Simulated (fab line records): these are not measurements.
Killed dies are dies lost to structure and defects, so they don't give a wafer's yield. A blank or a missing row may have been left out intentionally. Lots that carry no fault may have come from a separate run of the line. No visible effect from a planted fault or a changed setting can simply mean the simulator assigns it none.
8D (eight disciplines) problem report, filled in by code / flow nand harc / the parts of the form that need people (team, actions taken, sign-off) are left out

## 1. WHAT WENT WRONG
At NHARC_END_SORT_01, killed at periphery averages 573.3 over 6 wafers from 2 lots, while fault-free wafers read 4.1, standard deviation 2.4. So: +99 or more standard deviations from the usual mean.
Earliest sighting: wafer L181.1 on prober-01 at day 26 07:04. Wafers with a number at this step in the record: 42, from 14 lots. By rule, "out" or "out of limits" means more than 4 standard deviations away from the usual mean. All remaining wafers that have a number are taken as sound.

## 2. WHAT THIS IS AND IS NOT
question=which readings at this step | is=killed at periphery, killed dies | is not=killed at array, killed open, killed short
question=which lots | is=L181, L182 | is not=L176, L177, L178, L180, L183, L190, L192, L193, L196, L197, L198, L199
question=which wafers of those lots | is=all that have a number | is not=-
question=read on which gauges | is=prober-01 | is not=prober-02
question=when | is=from day 26 07:04 | is not=up to then (9 sound wafers); but 27 sound wafers of L180, L183, L190, L192, L193, L196, L197, L198, L199 came after

## 3. WHAT RULES OUT EACH SUSPECT
Counting: a tool at a process step up to the reading stays a suspect if it ran every lot that is out and no sound lot after the first of them.
- the gauge at NHARC_END_SORT_01: kept. All the wafers that are out were read on prober-01, and no step on other tools shows them out.
- pvd sputter-02 at NHARC_P_GATE_SPUTTER_78 (material Ni, target thk 10 nm): ruled out as a lasting fault. After its first lot that is out, L181 (day 7 17:57), sound lots L198 ran on it.
The count leaves prober-01 at NHARC_END_SORT_01.

## 4. THE CAUSE (what the simulator had put in)
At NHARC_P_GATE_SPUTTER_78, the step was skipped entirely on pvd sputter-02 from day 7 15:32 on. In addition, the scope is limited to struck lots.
Counting ruled it out, wrongly: the rule takes a fault to strike every lot that its tool runs from its start on, and this one did not.

## 5. THE EFFECT CHAIN, in route order
Rows list readings where the struck wafers' mean (over those with a number) sits beyond 3 standard deviations from the usual. Scope: only readings with a usual standard deviation given in the record; hours: median across lots of the time from each lot's start at the first step in this table that gives one to its start at this step; sigmas: change in usual standard deviations.
hours=0; step=NHARC_END_SORT_01; reading=killed at periphery; usual=4.1; on struck wafers=573.3; change=+569.2; sigmas=+99 or more
hours=0; step=NHARC_END_SORT_01; reading=killed dies; usual=60; on struck wafers=647; change=+587; sigmas=+29

## 6. WHAT WOULD HAVE CAUGHT IT SOONER
448 hours passed between the start of the fault at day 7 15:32 and the first reading out of limits at a measuring or inspecting step in this record, taken at day 26 07:04.
